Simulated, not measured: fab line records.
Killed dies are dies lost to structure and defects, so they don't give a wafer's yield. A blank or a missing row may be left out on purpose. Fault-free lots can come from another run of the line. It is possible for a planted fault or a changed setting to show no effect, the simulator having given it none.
Chamber matching | flow nand-harc | ald-hk-04 running NHARC_A_CHANNEL_FILL_D1_ALD_25: 4 sister chambers
The step deposits SiOx, target thk 60 nm, pulse time 10 s, ald cycles 600. 4 wafers are shown with their chamber, then 12 later ones without.

== WAFERS PAIRED WITH THEIR CHAMBERS ==
wafer  | chamber | heater-power-w (W)
L090.6 | 0       | 543
L087.4 | 1       | 502
L087.2 | 2       | 508
L087.3 | 3       | 539

== WAFERS WITHOUT THEIR CHAMBER ==
wafer  | heater-power-w (W)
L087.1 | 526
L087.6 | 517
L087.5 | 524
L093.1 | 514
L093.2 | 554
L093.6 | 535
L096.3 | 526
L096.1 | 545
L096.2 | 542
L096.4 | 512
L096.5 | 528
L096.6 | 548

== WHICH CHAMBER EACH ONE RAN IN ==
wafer  | from the rows above               | in truth
L087.1 | can't be placed: 3 or 0 or 2 or 1 | 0
L087.6 | can't be placed: 2 or 1 or 3 or 0 | 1
L087.5 | can't be placed: 3 or 2 or 0 or 1 | 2
L093.1 | can't be placed: 2 or 1           | 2
L093.2 | can't be placed: 0 or 3           | 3
L093.6 | can't be placed: 3 or 0           | 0
L096.3 | can't be placed: 3 or 0 or 2 or 1 | 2
L096.1 | can't be placed: 0 or 3           | 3
L096.2 | can't be placed: 0 or 3           | 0
L096.4 | can't be placed: 2 or 1           | 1
L096.5 | can't be placed: 3 or 0 or 2 or 1 | 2
L096.6 | can't be placed: 0 or 3           | 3
0 of 12 placed correctly. Unplaceable from these rows: 12, with the true chamber sitting among the candidates in 12. Wrongly placed: 0.
How it was worked out, from the rows above alone: a wafer's distance from a chamber is the root of the sum, over the readings, of the square of ((its reading less the chamber's mean) divided by the reading's scatter). The wafer belongs to the nearest chamber; if the next one is less than 2 further off, it can't be placed. Each chamber's mean is taken over the wafers shown for it. The scatter (one wafer shown for each chamber): square how far every hidden wafer sits from the nearest shown wafer, average those squares and take the square root.
